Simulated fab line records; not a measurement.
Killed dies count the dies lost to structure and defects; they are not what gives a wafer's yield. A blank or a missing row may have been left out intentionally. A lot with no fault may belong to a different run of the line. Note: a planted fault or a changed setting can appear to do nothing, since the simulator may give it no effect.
A struck lot beside a sound one || flow n5_finfet || 34 out of 1938 route steps
Sound: wafers L212.3, L212.5, L212.6. Wafers struck: L202.2, L202.4, L202.6. The cause comes at the end.
Order at every step that has rows: each side's tool, ch and its chambers, its first start. Under that, the readings that differ: sound wafers || struck wafers || difference of the means || sigmas: that difference in standard deviations of wafers without a fault.
alike: a reading whose means differ by less than 2 such deviations, as well as words and numbers matching on both sides. not compared: withheld readings; readings where some wafer has no value; bounds like >300 that might hide an equal value; numbers whose values overlap and for which the record gives no deviation.
Wherever a step has rows on one side only, a row that says differs or no value, or a row with sigmas, the two part there. When numbers do not overlap yet have no deviation, they are printed without sigmas and do not part them. A reading that every wafer of one side lacks parts them only if that side has two wafers or more.

first, 9 steps without rows for these wafers: N5_BEOL_M1_ILD_DEP_00 (deposits SiOC from DEMS/O2, target thk 79 nm, time 15.3 s); N5_BEOL_M1_PECVD_72 (deposits SiO2 from TEOS/O2, target thk 16 nm, time 18 s); N5_BEOL_M1_HM_DEP_02 (deposits TiN, target thk 20 nm); N5_BEOL_M1_COAT_61 (time 60 s, resist thk 60 nm); N5_BEOL_M1_COAT_62 (time 60 s, resist thk 12 nm); N5_BEOL_M1_COAT_73 (time 60 s, resist thk 5 nm); N5_BEOL_M1_COAT_05 (resist thk 30 nm); N5_BEOL_M1_EBR_07; N5_BEOL_M1_SOFTBAKE_06 (time 60 s).
N5_BEOL_M1_EXPOSE_08: exposes mask M1.
  sound on euv_scanner-02 ch 0, day 10 19:58; struck on euv_scanner-01 ch 0, day 8 09:56
  alike: mask
then, 3 steps without rows for these wafers: N5_BEOL_M1_PEB_09 (peb time 60 s); N5_BEOL_M1_DEVELOP_10 (develop time 30 s); N5_BEOL_M1_DESCUM_16 (chemistry O2, time 7 s).
N5_BEOL_M1_ETCH_74: etches underlayer in N2/H2, target depth 6.5 nm, time 5.2 s.
  sound on rie_diel-03 ch 0,2,3, day 10 20:14; struck on rie_diel-03 ch 1,3, day 8 10:13
  alike: drypump_motor_current_A, etch_rf_on_time_s, h2_flow_sccm, n2_flow_sccm, oes_product_au, rf_vpp_V, showerhead_plenum_p_Torr, throttle_valve_pct
  not compared: rf_hours_counter_h, model.BEOL_M1.cd_offset_nm
then, 5 steps without rows for these wafers: N5_BEOL_M1_ETCH_63 (etches SiARC in CF4, target depth 15.6 nm, time 26 s); N5_BEOL_M1_ETCH_64 (etches SOC in N2/H2, target depth 75 nm, overetch 15 nm, time 112.5 s); N5_BEOL_M1_STRIP_65 (strips in N2/H2); N5_BEOL_M1_STRIP_75 (strips in N2/H2); N5_BEOL_M1_STRIP_66 (strips in CF4).
N5_BEOL_M1_HM_OPEN_17: chemistry Cl2/BCl3, target TiN, target depth 20 nm, overetch 6 nm.
  sound on rie_metal-02 ch 0,1, day 10 20:28; struck on rie_metal-01 ch 0,1, day 8 10:26
  alike: drypump_motor_current_A, oes_product_au, throttle_valve_pct
  not compared: rf_hours_counter_h, model.BEOL_M1.cd_offset_nm
then, 12 steps without rows for these wafers: N5_BEOL_M1_STRIP_19 (strips in O2); N5_BEOL_M1_COAT_67 (time 60 s, resist thk 60 nm); N5_BEOL_M1_COAT_68 (time 60 s, resist thk 12 nm); N5_BEOL_M1_COAT_76 (time 60 s, resist thk 5 nm); N5_BEOL_M1_COAT_22 (resist thk 30 nm); N5_BEOL_M1_EBR_24; N5_BEOL_M1_SOFTBAKE_23 (time 60 s); N5_BEOL_M1_EXPOSE_25 (exposes mask V0, defocus 5 nm, target cd 24 nm); N5_BEOL_M1_PEB_26 (peb time 60 s); N5_BEOL_M1_DEVELOP_27 (develop time 30 s); N5_BEOL_M1_DESCUM_33 (chemistry O2, time 7 s); N5_BEOL_M1_ETCH_77 (etches underlayer in N2/H2, target depth 6.5 nm, time 5.2 s).
N5_BEOL_M4_RC_MEAS_101:
  sound on prober-01 ch 0, day 12 16:44; struck on prober-02 ch 0, day 10 08:28
  alike: DIBL_N, DIBL_P, IOFF_N, IOFF_P, ION_N, ION_P, SS_N, SS_P, VT_N, VT_P
-- a jump in the record: the struck wafers' starts before and after are 4 days apart (it breaks off in module BEOL_M4 and resumes in module PASSIVATION, where the first step shown is number 1936 of the route) --
N5_PASSIVATION_PROBE_49:
  the record has rows for the struck wafers here (prober-01, day 14 17:53) and none for the sound ones

## WHERE THEY PART
Only at N5_PASSIVATION_PROBE_49, as far as this record shows.

WHY: the cause the simulator had injected
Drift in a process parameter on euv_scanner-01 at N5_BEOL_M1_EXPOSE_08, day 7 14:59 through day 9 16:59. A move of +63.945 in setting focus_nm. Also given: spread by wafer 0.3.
